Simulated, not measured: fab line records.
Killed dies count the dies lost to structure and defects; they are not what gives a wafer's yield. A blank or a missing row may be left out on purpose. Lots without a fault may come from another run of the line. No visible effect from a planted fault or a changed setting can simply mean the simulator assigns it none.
The tool behind it: which one? :: flow nand-harc :: 7 lots (21 wafers sampled), 1 step of a 1302-step route

== WHAT EACH GAUGE READ, for each wafer ==
NHARC_P_M1_CD_MEAS_16.
lot: L638
measured: day 6 14:56
on: cd-sem-03
cd-nm (nm): 130.8 130.3 130.5

lot: L640
measured: day 7 17:48
on: cd-sem-01
cd-nm (nm): 130.4 128.7 131.3

lot: L642
measured: day 8 14:16
on: cd-sem-01
cd-nm (nm): 130.2 129.4 130.7

lot: L645
measured: day 9 23:56
on: cd-sem-03
cd-nm (nm): 130.9 131.8 130.7

lot: L650
measured: day 12 06:49
on: cd-sem-02
cd-nm (nm): 129.5 130.9 130.1

lot: L655
measured: day 13 21:34
on: cd-sem-01
cd-nm (nm): 132.5 131.3 130.9

lot: L660
measured: day 16 00:05
on: cd-sem-03
cd-nm (nm): 130.6 131.5 130.2

== WHAT TOOL EACH LOT RAN ON (gives the tool, then ch and the chambers of the sampled wafers, and finally the start) ==
Record: no process step prior to these readings.

== THE ANSWER, worked out from the rows above alone ==
Rule: usual is defined by the lots themselves. The widest of any qualifying gaps counts: lots, ordered by their means at a reading, are off when they make up no more than a third of the lots, leave a main group of 4 or more, and stand apart from it by 3 or more times the standard deviation of that group's means. The tables above print the reading to a certain number of digits; a main group whose means all agree to those digits is not used. Also off: a lot with no number at a reading for which 4 or more lots have one. The other lots that the step has rows for count as sound.
No lot is off on any of the readings shown, so nothing can be concluded from this.

== WHAT THE SIMULATOR HAD INSERTED ==
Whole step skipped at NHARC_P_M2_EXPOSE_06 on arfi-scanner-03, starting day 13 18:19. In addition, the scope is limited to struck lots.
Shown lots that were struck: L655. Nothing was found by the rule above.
